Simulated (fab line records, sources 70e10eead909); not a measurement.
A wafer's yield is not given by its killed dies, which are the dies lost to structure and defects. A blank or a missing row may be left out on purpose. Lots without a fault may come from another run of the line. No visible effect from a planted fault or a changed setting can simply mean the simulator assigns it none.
fab line records -- flow nand_harc
[record] lots = 5, wafers = 15, last_day = 23
route steps=1159 shown P_STI@107 P_GATE@110 END@1159
lots that met no fault: taken from a fault-free run of the same line
start_h: the number of hours between the record's first day and the start of the first shown wafer of the lot -- wait_h: hours since the lot's step before -- " as in the row above -- L1.1+2: one row covering several wafers at once -- - no value, or no start given -- * or withheld: withheld -- < > ~ a bound
route shown NAME@n: a module of which the file shows steps, and the number in the route of the first -- usual: average and standard deviation across the fault-free wafers -- same: alike in all rows -- chamber/n: place in a boat -- sites: readings site by site -- _std_site: the standard deviation of these -- _edge_site: mean of outer sites minus mean of inner sites -- radius_mm: for every site, how far away it sits from the centre of the wafer -- mask NAME#n: copy n -- behind: the last tool/chamber to shape the wafer -- hold: why the lot went on hold/how many hours it stayed there/how the hold came to an end -- device: transistor that didn't switch, given as n, p or np -- end of line: tests of these same wafers at the route's end -- where a step has no rows: the recipe by itself -- killed: not the wafer's yield, but the dies lost to structure and defects at the first sort -- map: shows each die of a wafer: x if killed, . if not, _ if none is there
set.NAME: the setting that was run; set.NAME@STEP: the one run at that earlier step -- model.NAME: the simulator's own value behind a step, which no gauge read
lots at selected steps of the route; one table per step, one row per wafer
services: the hour from which a tool's chamber was out of use, counted from the record's first day as start_h (under 0 if before that day), plus the number of hours and why
[[steps]]
[step NHARC_P_STI_SRD_39]
[step NHARC_P_STI_OXIDE_40]
[recipe] target_thk_a = 100, temp_c = 900, ox_time_s = 1362, material = SiO2
[step NHARC_P_STI_INSPECT_25]
[usual] raw_defect_count = 231/87
lot.wafer,tool,chamber,start_h,wait_h,raw_defect_count
L473.4,defect_inspect-01,-,85.26,0.4,247
L473.5,defect_inspect-01,-,85.26,0.4,257
L473.6,defect_inspect-01,-,85.26,0.4,280
L474.2,defect_inspect-01,-,85.27,0.4,300
L474.3,defect_inspect-01,-,85.27,0.4,175
L474.5,defect_inspect-01,-,85.27,0.4,265
L483.2,defect_inspect-02,-,142.07,0.4,241
L483.3,defect_inspect-02,-,142.07,0.4,191
L483.4,defect_inspect-02,-,142.07,0.4,133
L484.3,defect_inspect-01,-,149.55,0.4,169
L484.5,defect_inspect-01,-,149.55,0.4,179
L484.6,defect_inspect-01,-,149.55,0.4,156
L490.4,defect_inspect-01,-,188.38,0.4,336
L490.5,defect_inspect-01,-,188.38,0.4,254
L490.6,defect_inspect-01,-,188.38,0.4,235
[step NHARC_P_GATE_ETCH_69]
[recipe] target_depth_a = 140, chemistry = dHF, material = SiO2
[step NHARC_P_GATE_PRECLEAN_70]
[recipe] time_s = *, temp_c = 50, bath_age_min = 0, chemistry = SC1
[step NHARC_P_GATE_SRD_01]
[step NHARC_P_GATE_OXIDE_02]
[recipe] target_thk_a = 375, temp_c = 950, p_h2o_torr = 720, ox_time_s = 365, material = SiO2
[step NHARC_P_GATE_DEHYDRATE_03]
[recipe] temp_c = 150, time_s = 120
[step NHARC_P_GATE_HMDS_04]
[recipe] time_s = 30
[step NHARC_P_GATE_COAT_05]
[recipe] spin_rpm = 4690
[step NHARC_P_GATE_SOFTBAKE_06]
[recipe] temp_c = 122, time_s = 95
[step NHARC_P_GATE_EBR_07]
[step NHARC_P_GATE_EXPOSE_08]
[recipe] na = 0.6, dose_mj = 16.75, mask_id = P_HV
lot.wafer,tool,chamber,start_h,wait_h,mask
L473.4+5+6,krf_scanner-01,0,93.17,-,P_HV#0
L474.2+3+5,krf_scanner-01,0,93.23,-,P_HVPW#0
L483.2+3+4,krf_scanner-02,0,149.97,-,P_HV#0
L484.3+5+6,krf_scanner-02,0,158.04,-,P_HV#0
L490.4+5+6,krf_scanner-03,0,196.34,-,P_HV#0
[step NHARC_P_GATE_PEB_09]
[recipe] peb_temp_c = 118, peb_time_s = 85
[step NHARC_P_GATE_DEVELOP_10]
[recipe] time_s = 70
[step NHARC_P_GATE_CD_MEAS_11]
[recipe] target_cd_nm = 1640, landing_energy_ev = 500
[usual] cd_nm = 1638.9/1.8
lot.wafer,tool,chamber,start_h,wait_h,cd_nm
L473.4,cd_sem-01,0,93.32,-,1638.2
L473.5,cd_sem-01,0,93.32,-,1637.5
L473.6,cd_sem-01,0,93.32,-,1635.7
L474.2,cd_sem-01,0,93.39,-,-
L474.3,cd_sem-01,0,93.39,-,-
L474.5,cd_sem-01,0,93.39,-,-
L483.2,cd_sem-02,0,150.12,-,1640.1
L483.3,cd_sem-02,0,150.12,-,1638.4
L483.4,cd_sem-02,0,150.12,-,1639.7
L484.3,cd_sem-01,0,158.19,-,1638.9
L484.5,cd_sem-01,0,158.19,-,1639.4
L484.6,cd_sem-01,0,158.19,-,1636.2
L490.4,cd_sem-03,0,196.48,-,1641.6
L490.5,cd_sem-03,0,196.48,-,1637.8
L490.6,cd_sem-03,0,196.48,-,1636.9
[step NHARC_P_GATE_HARDBAKE_12]
[recipe] temp_c = 125, time_s = 80
[step NHARC_END_SORT_01]
[recipe] temp_c = 25
[usual] killed_at_array = 28/11, killed_at_other = 0.5/0.87, killed_at_periphery = 2.9/2.2, killed_dies = 32/11, killed_open = 3.2/1.9, killed_short = 1.8/1.4
[same] gross_dies = 677
lot.wafer,tool,chamber,start_h,wait_h,killed_at_array,killed_at_other,killed_at_periphery,killed_dies,killed_open,killed_short
L474.2,prober-02,0,457.03,2.8,15,1,661,677,4,4
L474.3,prober-02,0,457.83,3.1,12,2,663,677,3,1
L474.5,prober-02,0,459.43,3.7,12,1,664,677,2,2
// killed by level:class
L474.2 P_GATE:area_expose=658 A_CHANNEL_HOLE_D1:chamber_film_flake=4 A_CONTACT:chamber_film_flake=3 A_ONON_D1:geometric_particle:open=2 P_GATE:geometric_particle:short=1 P_CONTACT:geometric_particle:open=1 A_ONON_D1:geometric_particle:short=1 A_WL_FILL:geometric_particle:short=1
L474.3 P_GATE:area_expose=660 A_CHANNEL_HOLE_D1:chamber_film_flake=4 A_CONTACT:chamber_film_flake=4 THIN_TSV:chamber_film_flake=2 P_CONTACT:geometric_particle:open=1 A_SOURCE_PLATE:geometric_particle:open=1 A_WL_FILL:geometric_particle:short=1 A_CONTACT:geometric_particle:open=1
L474.5 P_GATE:area_expose=660 A_CHANNEL_HOLE_D1:chamber_film_flake=4 A_CONTACT:chamber_film_flake=3 P_GATE:geometric_particle:open=2 P_M1:geometric_particle:short=1 A_ONON_D1:geometric_particle:short=1 A_SGD_CUT:chamber_film_flake=1 P_M2:chamber_film_flake=1
// map L474.2 (x killed, . not)
____________x____________
_________xxxxxxx_________
_______xxxxxxxxxxx_______
______xxxxxxxxxxxxx______
_____xxxxxxxxxxxxxxx_____
____xxxxxxxxxxxxxxxxx____
____xxxxxxxxxxxxxxxxx____
___xxxxxxxxxxxxxxxxxxx___
___xxxxxxxxxxxxxxxxxxx___
__xxxxxxxxxxxxxxxxxxxxx__
__xxxxxxxxxxxxxxxxxxxxx__
_xxxxxxxxxxxxxxxxxxxxxxx_
_xxxxxxxxxxxxxxxxxxxxxxx_
_xxxxxxxxxxxxxxxxxxxxxxx_
_xxxxxxxxxxxxxxxxxxxxxxx_
_xxxxxxxxxxxxxxxxxxxxxxx_
xxxxxxxxxxxxxxxxxxxxxxxxx
xxxxxxxxxxxxxxxxxxxxxxxxx
xxxxxxxxxxxxxxxxxxxxxxxxx
xxxxxxxxxxxxxxxxxxxxxxxxx
xxxxxxxxxxxxxxxxxxxxxxxxx
_xxxxxxxxxxxxxxxxxxxxxxx_
_xxxxxxxxxxxxxxxxxxxxxxx_
_xxxxxxxxxxxxxxxxxxxxxxx_
_xxxxxxxxxxxxxxxxxxxxxxx_
_xxxxxxxxxxxxxxxxxxxxxxx_
__xxxxxxxxxxxxxxxxxxxxx__
__xxxxxxxxxxxxxxxxxxxxx__
___xxxxxxxxxxxxxxxxxxx___
___xxxxxxxxxxxxxxxxxxx___
____xxxxxxxxxxxxxxxxx____
____xxxxxxxxxxxxxxxxx____
_____xxxxxxxxxxxxxxx_____
______xxxxxxxxxxxxx______
_______xxxxxxxxxxx_______
_________xxxxxxx_________
____________x____________
// map L473.5 (x killed, . not)
____________.____________
_________......._________
_______..........._______
______.............______
_____.............x._____
____.................____
____x........x.......____
___...........x.......___
___...................___
__.....x...............__
__....................x__
_....x.x........x......._
_......................._
_................x......_
_.................x....._
_......................._
.........................
.........................
.........................
...x..........xx.........
.........................
_.............x........._
_......x....xx.xx......._
_..........xx..........._
_............xxx........_
_.x...........x........._
__...........x.........__
__.....................__
___x..................___
___...................___
____.................____
____.................____
_____..............._____
______.............______
_______.x..x......_______
_________......._________
____________.____________
[[services]]
tool,chamber,start_h,hours,kind
krf_scanner-01,-,80.27,3.5,repair
krf_scanner-01,-,84.00,4.0,pm
krf_scanner-02,-,143.20,0.4,repair
krf_scanner-02,-,152.70,2.3,repair
krf_scanner-01,-,165.59,1.0,repair
krf_scanner-03,-,168.00,4.0,pm
krf_scanner-02,-,179.72,1.5,repair
[[key]]
[first_sign] step = NHARC_P_GATE_EXPOSE_08, reading = mask, direction = changed
[effect] step = NHARC_P_GATE_CD_MEAS_11, reading = cd_nm, direction = missing
[effect] step = NHARC_END_SORT_01, reading = killed_at_periphery, direction = up, sigmas = 99+, usual = 2.9, struck = 662.7
[more_kills_born_at] NHARC_P_GATE_EXPOSE_08@krf_scanner-01 = 1978
met_at NHARC_P_GATE_EXPOSE_08
struck_wafers L474.2,L474.3,L474.5
later_rows_left_out L474.2,L474.3,L474.5
tester_left_out L474
onset_between 93.17 93.23
[fault] kind = wrong_mask, tool = any, chamber = -, onset_h = 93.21, steps = NHARC_P_GATE_EXPOSE_08, aux_copy = P_HVPW#0, scope = struck_lots_only
// tester_left_out: of these lots the tester's yield and bins aren't shown, on N5 and GAA mostly nor the transistor test; their killed dies are dies lost to structure and defects alone, not to doping, threshold or leakage, so they don't give the yield
// later_rows_left_out: the simulator's readings of these wafers behind a module that went badly wrong aren't trusted and aren't shown, but for the sort
